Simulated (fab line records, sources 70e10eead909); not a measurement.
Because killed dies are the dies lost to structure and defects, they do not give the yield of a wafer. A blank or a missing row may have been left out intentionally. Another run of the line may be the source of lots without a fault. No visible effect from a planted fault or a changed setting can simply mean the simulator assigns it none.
The tool behind it: which one? || flow nand-harc || 11 lots, 33 wafers sampled, at 5 steps of a route of 1302

## WHAT EACH GAUGE READ, for each wafer
NHARC_END_SORT_01. Usual: killed-at-array 59, standard deviation 24; killed-at-other 0.7, standard deviation 1.2; killed-at-periphery 3.5, standard deviation 2.6; killed-dies 63, standard deviation 24; killed-open 3.2, standard deviation 2.1; killed-short 2.4, standard deviation 1.5.
{"lot": "L599", "measured": "day 30 12:39", "on": "prober-01", "killed-at-array": "53 52 46", "killed-at-other": "0 1 2", "killed-at-periphery": "5 4 7", "killed-dies": "58 57 55", "killed-open": "2 5 4", "killed-short": "3 3 3", "flag": ""}

## WHAT TOOL EACH LOT RAN ON (gives the tool, then ch and the chambers of the sampled wafers, and finally the start)
{"lot": "L584", "NHARC_A_STAIRCASE_STRIP_274": "rie-diel-01 ch 2,3, day 17 00:31 or earlier", "NHARC_A_STAIRCASE_DESCUM_291": "rie-diel-05 ch 0,2,3, day 17 00:31", "NHARC_A_STAIRCASE_STRIP_295": "rie-diel-05 ch 0,3, day 17 16:37 or earlier", "NHARC_A_STAIRCASE_STRIP_476": "rie-diel-13 ch 0,3, day 17 16:37"}
{"lot": "L586", "NHARC_A_STAIRCASE_STRIP_274": "rie-diel-05 ch 0,1, day 17 15:46 or earlier", "NHARC_A_STAIRCASE_DESCUM_291": "rie-diel-01 ch 0,3, day 17 15:46", "NHARC_A_STAIRCASE_STRIP_295": "rie-diel-01 ch 0,3, day 18 03:02 or earlier", "NHARC_A_STAIRCASE_STRIP_476": "rie-diel-01 ch 0,1, day 18 03:02"}
{"lot": "L587", "NHARC_A_STAIRCASE_STRIP_274": "rie-diel-01 ch 0,2, day 17 19:20 or earlier", "NHARC_A_STAIRCASE_DESCUM_291": "rie-diel-13 ch 1,3, day 17 19:20", "NHARC_A_STAIRCASE_STRIP_295": "rie-diel-13 ch 0,1,2, day 18 07:26 or earlier", "NHARC_A_STAIRCASE_STRIP_476": "rie-diel-13 ch 1,2, day 18 07:26"}
{"lot": "L589", "NHARC_A_STAIRCASE_STRIP_274": "rie-diel-01 ch 2,3, day 19 08:08 or earlier", "NHARC_A_STAIRCASE_DESCUM_291": "rie-diel-01 ch 1,2, day 19 08:08", "NHARC_A_STAIRCASE_STRIP_295": "rie-diel-01 ch 1,2,3, day 19 17:53 or earlier", "NHARC_A_STAIRCASE_STRIP_476": "rie-diel-13 ch 0,3, day 19 17:53"}
{"lot": "L596", "NHARC_A_STAIRCASE_STRIP_274": "rie-diel-13 ch 0,3, day 21 17:35 or earlier", "NHARC_A_STAIRCASE_DESCUM_291": "rie-diel-01 ch 0,3, day 21 17:35", "NHARC_A_STAIRCASE_STRIP_295": "rie-diel-01 ch 1,2, day 22 03:29 or earlier", "NHARC_A_STAIRCASE_STRIP_476": "rie-diel-01 ch 0,3, day 22 03:29"}
{"lot": "L597", "NHARC_A_STAIRCASE_STRIP_274": "rie-diel-05 ch 1,2,3, day 22 06:56 or earlier", "NHARC_A_STAIRCASE_DESCUM_291": "rie-diel-13 ch 0,1,3, day 22 06:56", "NHARC_A_STAIRCASE_STRIP_295": "rie-diel-13 ch 0,1,3, day 22 20:05 or earlier", "NHARC_A_STAIRCASE_STRIP_476": "rie-diel-01 ch 1,2, day 22 20:05"}
{"lot": "L599", "NHARC_A_STAIRCASE_STRIP_274": "rie-diel-01 ch 0,3, day 22 16:57", "NHARC_A_STAIRCASE_DESCUM_291": "rie-diel-01 ch 0,1, day 22 21:02", "NHARC_A_STAIRCASE_STRIP_295": "rie-diel-01 ch 0,1,3, day 23 08:45 or earlier", "NHARC_A_STAIRCASE_STRIP_476": "rie-diel-13 ch 0,1,2, day 23 08:45"}
{"lot": "L598", "NHARC_A_STAIRCASE_STRIP_274": "rie-diel-05 ch 0,1,2, day 22 22:57 or earlier", "NHARC_A_STAIRCASE_DESCUM_291": "rie-diel-01 ch 1,3, day 22 22:57", "NHARC_A_STAIRCASE_STRIP_295": "rie-diel-01 ch 0,1,2, day 23 08:54 or earlier", "NHARC_A_STAIRCASE_STRIP_476": "rie-diel-13 ch 0,1,3, day 23 08:54"}
{"lot": "L604", "NHARC_A_STAIRCASE_STRIP_274": "rie-diel-13 ch 0,3, day 25 05:20 or earlier", "NHARC_A_STAIRCASE_DESCUM_291": "rie-diel-05 ch 0,1, day 25 05:20", "NHARC_A_STAIRCASE_STRIP_295": "rie-diel-05 ch 0,3, day 25 14:35 or earlier", "NHARC_A_STAIRCASE_STRIP_476": "rie-diel-01 ch 0,1,2, day 25 14:35"}
{"lot": "L603", "NHARC_A_STAIRCASE_STRIP_274": "rie-diel-01 ch 2,3, day 25 07:56 or earlier", "NHARC_A_STAIRCASE_DESCUM_291": "rie-diel-13 ch 1,2,3, day 25 07:56", "NHARC_A_STAIRCASE_STRIP_295": "rie-diel-13 ch 0,1,3, day 25 21:22 or earlier", "NHARC_A_STAIRCASE_STRIP_476": "rie-diel-01 ch 0,2, day 25 21:22"}
{"lot": "L607", "NHARC_A_STAIRCASE_STRIP_274": "rie-diel-05 ch 0,3, day 26 19:25 or earlier", "NHARC_A_STAIRCASE_DESCUM_291": "rie-diel-05 ch 1,2,3, day 26 19:25", "NHARC_A_STAIRCASE_STRIP_295": "rie-diel-05 ch 1,2, day 27 04:58 or earlier", "NHARC_A_STAIRCASE_STRIP_476": "rie-diel-05 ch 0,1,3, day 27 04:58"}
- NHARC_A_STAIRCASE_STRIP_274: strips in O2.
- NHARC_A_STAIRCASE_DESCUM_291: chemistry O2, time 3 s.
- NHARC_A_STAIRCASE_STRIP_295: strips in O2.
- NHARC_A_STAIRCASE_STRIP_476: strips in O2, time 20 s.

## AS READ BY THE TOOLS THEMSELVES (means over the sampled wafers that have a number; for cases with no such wafer, the mark the record gives instead)
NHARC_A_STAIRCASE_STRIP_274. Usual: chamber-pressure-mTorr 60.00 mTorr, standard deviation 0.061; drypump-motor-current-A 5.6 A, standard deviation 0.4; oes-product-au 1.002 a.u., standard deviation 0.0092; rf-vpp-V 57.7 V, standard deviation 0.98; showerhead-plenum-p-Torr 3.52 Torr, standard deviation 0.16; throttle-valve-pct 17.036 %, standard deviation 0.01.
{"lot": "L584", "tool": "rie-diel-01", "chamber-pressure-mTorr (mTorr)": 60.03, "drypump-motor-current-A (A)": 5.4, "oes-product-au (a.u.)": 1.003, "rf-vpp-V (V)": 58.8, "showerhead-plenum-p-Torr (Torr)": 3.58, "throttle-valve-pct (%)": 17.040, "flag": ""}
{"lot": "L586", "tool": "rie-diel-05", "chamber-pressure-mTorr (mTorr)": 60.04, "drypump-motor-current-A (A)": 5.5, "oes-product-au (a.u.)": 1.004, "rf-vpp-V (V)": 58.2, "showerhead-plenum-p-Torr (Torr)": 3.64, "throttle-valve-pct (%)": 17.037, "flag": ""}
{"lot": "L587", "tool": "rie-diel-01", "chamber-pressure-mTorr (mTorr)": 60.00, "drypump-motor-current-A (A)": 5.6, "oes-product-au (a.u.)": 1.004, "rf-vpp-V (V)": 58.3, "showerhead-plenum-p-Torr (Torr)": 3.62, "throttle-valve-pct (%)": 17.039, "flag": ""}
{"lot": "L589", "tool": "rie-diel-01", "chamber-pressure-mTorr (mTorr)": 60.03, "drypump-motor-current-A (A)": 5.4, "oes-product-au (a.u.)": 1.004, "rf-vpp-V (V)": 57.5, "showerhead-plenum-p-Torr (Torr)": 3.57, "throttle-valve-pct (%)": 17.041, "flag": ""}
{"lot": "L596", "tool": "rie-diel-13", "chamber-pressure-mTorr (mTorr)": 60.01, "drypump-motor-current-A (A)": 5.6, "oes-product-au (a.u.)": 0.994, "rf-vpp-V (V)": 57.2, "showerhead-plenum-p-Torr (Torr)": 3.40, "throttle-valve-pct (%)": 17.039, "flag": ""}
{"lot": "L597", "tool": "rie-diel-05", "chamber-pressure-mTorr (mTorr)": 59.96, "drypump-motor-current-A (A)": 5.7, "oes-product-au (a.u.)": 0.990, "rf-vpp-V (V)": 57.8, "showerhead-plenum-p-Torr (Torr)": 3.41, "throttle-valve-pct (%)": 17.039, "flag": ""}
{"lot": "L599", "tool": "rie-diel-01", "chamber-pressure-mTorr (mTorr)": 60.02, "drypump-motor-current-A (A)": 5.2, "oes-product-au (a.u.)": 1.009, "rf-vpp-V (V)": 57.2, "showerhead-plenum-p-Torr (Torr)": 3.49, "throttle-valve-pct (%)": 17.039, "flag": ""}
{"lot": "L598", "tool": "rie-diel-05", "chamber-pressure-mTorr (mTorr)": 60.03, "drypump-motor-current-A (A)": 5.8, "oes-product-au (a.u.)": 0.999, "rf-vpp-V (V)": 57.6, "showerhead-plenum-p-Torr (Torr)": 3.46, "throttle-valve-pct (%)": 17.032, "flag": ""}
{"lot": "L604", "tool": "rie-diel-13", "chamber-pressure-mTorr (mTorr)": 60.03, "drypump-motor-current-A (A)": 5.4, "oes-product-au (a.u.)": 1.004, "rf-vpp-V (V)": 57.1, "showerhead-plenum-p-Torr (Torr)": 3.34, "throttle-valve-pct (%)": 17.037, "flag": ""}
{"lot": "L603", "tool": "rie-diel-01", "chamber-pressure-mTorr (mTorr)": 59.97, "drypump-motor-current-A (A)": 5.4, "oes-product-au (a.u.)": 0.998, "rf-vpp-V (V)": 59.1, "showerhead-plenum-p-Torr (Torr)": 3.55, "throttle-valve-pct (%)": 17.040, "flag": ""}
{"lot": "L607", "tool": "rie-diel-05", "chamber-pressure-mTorr (mTorr)": 60.07, "drypump-motor-current-A (A)": 5.5, "oes-product-au (a.u.)": 1.007, "rf-vpp-V (V)": 58.3, "showerhead-plenum-p-Torr (Torr)": 3.70, "throttle-valve-pct (%)": 17.036, "flag": ""}

NHARC_A_STAIRCASE_DESCUM_291. Usual: drypump-motor-current-A 5.6 A, standard deviation 0.41; oes-product-au 1.005 a.u., standard deviation 0.0087; rf-vpp-V 57.7 V, standard deviation 0.79; showerhead-plenum-p-Torr 1.92 Torr, standard deviation 0.09; throttle-valve-pct 11.312 %, standard deviation 0.009.
{"lot": "L584", "tool": "rie-diel-05", "drypump-motor-current-A (A)": 5.7, "oes-product-au (a.u.)": 1.003, "rf-vpp-V (V)": 57.5, "showerhead-plenum-p-Torr (Torr)": 1.94, "throttle-valve-pct (%)": 11.314, "flag": ""}
{"lot": "L586", "tool": "rie-diel-01", "drypump-motor-current-A (A)": 5.2, "oes-product-au (a.u.)": 1.011, "rf-vpp-V (V)": 57.2, "showerhead-plenum-p-Torr (Torr)": 1.90, "throttle-valve-pct (%)": 11.311, "flag": ""}
{"lot": "L587", "tool": "rie-diel-13", "drypump-motor-current-A (A)": 5.6, "oes-product-au (a.u.)": 0.997, "rf-vpp-V (V)": 58.2, "showerhead-plenum-p-Torr (Torr)": 1.86, "throttle-valve-pct (%)": 11.307, "flag": ""}
{"lot": "L589", "tool": "rie-diel-01", "drypump-motor-current-A (A)": 6.0, "oes-product-au (a.u.)": 1.013, "rf-vpp-V (V)": 58.3, "showerhead-plenum-p-Torr (Torr)": 2.04, "throttle-valve-pct (%)": 11.305, "flag": ""}
{"lot": "L596", "tool": "rie-diel-01", "drypump-motor-current-A (A)": 5.2, "oes-product-au (a.u.)": 1.015, "rf-vpp-V (V)": 58.2, "showerhead-plenum-p-Torr (Torr)": 1.89, "throttle-valve-pct (%)": 11.308, "flag": ""}
{"lot": "L597", "tool": "rie-diel-13", "drypump-motor-current-A (A)": 5.5, "oes-product-au (a.u.)": 0.991, "rf-vpp-V (V)": 57.3, "showerhead-plenum-p-Torr (Torr)": 1.83, "throttle-valve-pct (%)": 11.303, "flag": ""}
{"lot": "L599", "tool": "rie-diel-01", "drypump-motor-current-A (A)": 5.7, "oes-product-au (a.u.)": 1.007, "rf-vpp-V (V)": 57.8, "showerhead-plenum-p-Torr (Torr)": 1.95, "throttle-valve-pct (%)": 11.305, "flag": ""}
{"lot": "L598", "tool": "rie-diel-01", "drypump-motor-current-A (A)": 5.8, "oes-product-au (a.u.)": 1.003, "rf-vpp-V (V)": 58.7, "showerhead-plenum-p-Torr (Torr)": 1.98, "throttle-valve-pct (%)": 11.317, "flag": ""}
{"lot": "L604", "tool": "rie-diel-05", "drypump-motor-current-A (A)": 5.5, "oes-product-au (a.u.)": 1.003, "rf-vpp-V (V)": 58.3, "showerhead-plenum-p-Torr (Torr)": 1.96, "throttle-valve-pct (%)": 11.308, "flag": ""}
{"lot": "L603", "tool": "rie-diel-13", "drypump-motor-current-A (A)": 5.6, "oes-product-au (a.u.)": 1.009, "rf-vpp-V (V)": 57.4, "showerhead-plenum-p-Torr (Torr)": 1.85, "throttle-valve-pct (%)": 11.315, "flag": ""}
{"lot": "L607", "tool": "rie-diel-05", "drypump-motor-current-A (A)": 5.7, "oes-product-au (a.u.)": 1.006, "rf-vpp-V (V)": 58.7, "showerhead-plenum-p-Torr (Torr)": 1.94, "throttle-valve-pct (%)": 11.302, "flag": ""}

NHARC_A_STAIRCASE_STRIP_295. Usual: chamber-pressure-mTorr 60.00 mTorr, standard deviation 0.055; drypump-motor-current-A 5.6 A, standard deviation 0.39; oes-product-au 1.005 a.u., standard deviation 0.0077; rf-vpp-V 57.8 V, standard deviation 0.98; showerhead-plenum-p-Torr 3.54 Torr, standard deviation 0.16; throttle-valve-pct 17.037 %, standard deviation 0.0093.
{"lot": "L584", "tool": "rie-diel-05", "chamber-pressure-mTorr (mTorr)": 59.99, "drypump-motor-current-A (A)": 5.4, "oes-product-au (a.u.)": 1.012, "rf-vpp-V (V)": 59.0, "showerhead-plenum-p-Torr (Torr)": 3.73, "throttle-valve-pct (%)": 17.034, "flag": ""}
{"lot": "L586", "tool": "rie-diel-01", "chamber-pressure-mTorr (mTorr)": 59.99, "drypump-motor-current-A (A)": 5.2, "oes-product-au (a.u.)": 1.007, "rf-vpp-V (V)": 57.3, "showerhead-plenum-p-Torr (Torr)": 3.51, "throttle-valve-pct (%)": 17.033, "flag": ""}
{"lot": "L587", "tool": "rie-diel-13", "chamber-pressure-mTorr (mTorr)": 60.00, "drypump-motor-current-A (A)": 5.5, "oes-product-au (a.u.)": 1.003, "rf-vpp-V (V)": 57.8, "showerhead-plenum-p-Torr (Torr)": 3.41, "throttle-valve-pct (%)": 17.041, "flag": ""}
{"lot": "L589", "tool": "rie-diel-01", "chamber-pressure-mTorr (mTorr)": 60.03, "drypump-motor-current-A (A)": 5.8, "oes-product-au (a.u.)": 1.009, "rf-vpp-V (V)": 58.3, "showerhead-plenum-p-Torr (Torr)": 3.65, "throttle-valve-pct (%)": 17.036, "flag": ""}
{"lot": "L596", "tool": "rie-diel-01", "chamber-pressure-mTorr (mTorr)": 59.98, "drypump-motor-current-A (A)": 6.1, "oes-product-au (a.u.)": 1.005, "rf-vpp-V (V)": 57.9, "showerhead-plenum-p-Torr (Torr)": 3.73, "throttle-valve-pct (%)": 17.030, "flag": ""}
{"lot": "L597", "tool": "rie-diel-13", "chamber-pressure-mTorr (mTorr)": 60.00, "drypump-motor-current-A (A)": 5.5, "oes-product-au (a.u.)": 0.997, "rf-vpp-V (V)": 57.3, "showerhead-plenum-p-Torr (Torr)": 3.39, "throttle-valve-pct (%)": 17.027, "flag": ""}
{"lot": "L599", "tool": "rie-diel-01", "chamber-pressure-mTorr (mTorr)": 59.99, "drypump-motor-current-A (A)": 5.6, "oes-product-au (a.u.)": 1.006, "rf-vpp-V (V)": 58.7, "showerhead-plenum-p-Torr (Torr)": 3.58, "throttle-valve-pct (%)": 17.032, "flag": ""}
{"lot": "L598", "tool": "rie-diel-01", "chamber-pressure-mTorr (mTorr)": 60.01, "drypump-motor-current-A (A)": 5.8, "oes-product-au (a.u.)": 1.012, "rf-vpp-V (V)": 57.9, "showerhead-plenum-p-Torr (Torr)": 3.66, "throttle-valve-pct (%)": 17.042, "flag": ""}
{"lot": "L604", "tool": "rie-diel-05", "chamber-pressure-mTorr (mTorr)": 59.96, "drypump-motor-current-A (A)": 5.5, "oes-product-au (a.u.)": 1.008, "rf-vpp-V (V)": 58.4, "showerhead-plenum-p-Torr (Torr)": 3.70, "throttle-valve-pct (%)": 17.039, "flag": ""}
{"lot": "L603", "tool": "rie-diel-13", "chamber-pressure-mTorr (mTorr)": 59.97, "drypump-motor-current-A (A)": 5.5, "oes-product-au (a.u.)": 1.011, "rf-vpp-V (V)": 57.2, "showerhead-plenum-p-Torr (Torr)": 3.37, "throttle-valve-pct (%)": 17.046, "flag": ""}
{"lot": "L607", "tool": "rie-diel-05", "chamber-pressure-mTorr (mTorr)": 60.00, "drypump-motor-current-A (A)": 5.7, "oes-product-au (a.u.)": 1.000, "rf-vpp-V (V)": 57.6, "showerhead-plenum-p-Torr (Torr)": 3.49, "throttle-valve-pct (%)": 17.027, "flag": ""}

NHARC_A_STAIRCASE_STRIP_476. Usual: chamber-pressure-mTorr 60.00 mTorr, standard deviation 0.053; drypump-motor-current-A 5.6 A, standard deviation 0.4; oes-product-au 1.002 a.u., standard deviation 0.0083; rf-vpp-V 57.6 V, standard deviation 0.91; showerhead-plenum-p-Torr 3.52 Torr, standard deviation 0.16; throttle-valve-pct 17.036 %, standard deviation 0.0087.
{"lot": "L584", "tool": "rie-diel-13", "chamber-pressure-mTorr (mTorr)": 60.07, "drypump-motor-current-A (A)": 5.5, "oes-product-au (a.u.)": 0.994, "rf-vpp-V (V)": 56.8, "showerhead-plenum-p-Torr (Torr)": 3.38, "throttle-valve-pct (%)": 17.041, "flag": ""}
{"lot": "L586", "tool": "rie-diel-01", "chamber-pressure-mTorr (mTorr)": 59.97, "drypump-motor-current-A (A)": 5.9, "oes-product-au (a.u.)": 1.001, "rf-vpp-V (V)": 57.8, "showerhead-plenum-p-Torr (Torr)": 3.68, "throttle-valve-pct (%)": 17.035, "flag": ""}
{"lot": "L587", "tool": "rie-diel-13", "chamber-pressure-mTorr (mTorr)": 60.06, "drypump-motor-current-A (A)": 5.6, "oes-product-au (a.u.)": 0.998, "rf-vpp-V (V)": 58.0, "showerhead-plenum-p-Torr (Torr)": 3.46, "throttle-valve-pct (%)": 17.040, "flag": ""}
{"lot": "L589", "tool": "rie-diel-13", "chamber-pressure-mTorr (mTorr)": 60.00, "drypump-motor-current-A (A)": 5.6, "oes-product-au (a.u.)": 0.997, "rf-vpp-V (V)": 57.4, "showerhead-plenum-p-Torr (Torr)": 3.41, "throttle-valve-pct (%)": 17.036, "flag": ""}
{"lot": "L596", "tool": "rie-diel-01", "chamber-pressure-mTorr (mTorr)": "-", "drypump-motor-current-A (A)": "-", "oes-product-au (a.u.)": "-", "rf-vpp-V (V)": "-", "showerhead-plenum-p-Torr (Torr)": "-", "throttle-valve-pct (%)": "-", "flag": "OFF"}
{"lot": "L597", "tool": "rie-diel-01", "chamber-pressure-mTorr (mTorr)": "-", "drypump-motor-current-A (A)": "-", "oes-product-au (a.u.)": "-", "rf-vpp-V (V)": "-", "showerhead-plenum-p-Torr (Torr)": "-", "throttle-valve-pct (%)": "-", "flag": "OFF"}
{"lot": "L599", "tool": "rie-diel-13", "chamber-pressure-mTorr (mTorr)": "-", "drypump-motor-current-A (A)": "-", "oes-product-au (a.u.)": "-", "rf-vpp-V (V)": "-", "showerhead-plenum-p-Torr (Torr)": "-", "throttle-valve-pct (%)": "-", "flag": "OFF"}
{"lot": "L598", "tool": "rie-diel-13", "chamber-pressure-mTorr (mTorr)": 59.99, "drypump-motor-current-A (A)": 5.5, "oes-product-au (a.u.)": 1.010, "rf-vpp-V (V)": 57.5, "showerhead-plenum-p-Torr (Torr)": 3.38, "throttle-valve-pct (%)": 17.039, "flag": ""}
{"lot": "L604", "tool": "rie-diel-01", "chamber-pressure-mTorr (mTorr)": 59.99, "drypump-motor-current-A (A)": 5.9, "oes-product-au (a.u.)": 1.008, "rf-vpp-V (V)": 58.0, "showerhead-plenum-p-Torr (Torr)": 3.65, "throttle-valve-pct (%)": 17.040, "flag": ""}
{"lot": "L603", "tool": "rie-diel-01", "chamber-pressure-mTorr (mTorr)": 59.97, "drypump-motor-current-A (A)": 5.6, "oes-product-au (a.u.)": 0.996, "rf-vpp-V (V)": 57.6, "showerhead-plenum-p-Torr (Torr)": 3.59, "throttle-valve-pct (%)": 17.030, "flag": ""}
{"lot": "L607", "tool": "rie-diel-05", "chamber-pressure-mTorr (mTorr)": 59.97, "drypump-motor-current-A (A)": 5.4, "oes-product-au (a.u.)": 1.005, "rf-vpp-V (V)": 58.0, "showerhead-plenum-p-Torr (Torr)": 3.55, "throttle-valve-pct (%)": 17.034, "flag": ""}

## THE ANSWER, worked out from the rows above alone
Rule: a lot is off if the mean of its wafers that have a number lies more than 3 standard deviations from the usual mean. Also off: a lot with no number at a reading for which 4 or more lots have one. Where the step has rows for the other lots, those lots are counted as sound. After the gauges, taken in route order, come the tools' own readings; for these a lot's mean is taken, as printed above. At the first step where some lot is off, the reading lying furthest off is the one used; lots without a number count as furthest.
Off: L596, L597, L599, at NHARC_A_STAIRCASE_STRIP_476 (chamber-pressure-mTorr). Without a number there: L596, L597, L599.
A tool fits if, at that step or a process step before it, it ran every lot that is off, and no sound lot after the first of them. NHARC_A_STAIRCASE_STRIP_274: start missing for some lots; hours and lot order therefore follow NHARC_A_STAIRCASE_DESCUM_291. NHARC_A_STAIRCASE_STRIP_295: start missing for some lots; hours and lot order therefore follow NHARC_A_STAIRCASE_STRIP_476. None of those tried fits.

## WHAT HAD BEEN PUT IN BY THE SIMULATOR
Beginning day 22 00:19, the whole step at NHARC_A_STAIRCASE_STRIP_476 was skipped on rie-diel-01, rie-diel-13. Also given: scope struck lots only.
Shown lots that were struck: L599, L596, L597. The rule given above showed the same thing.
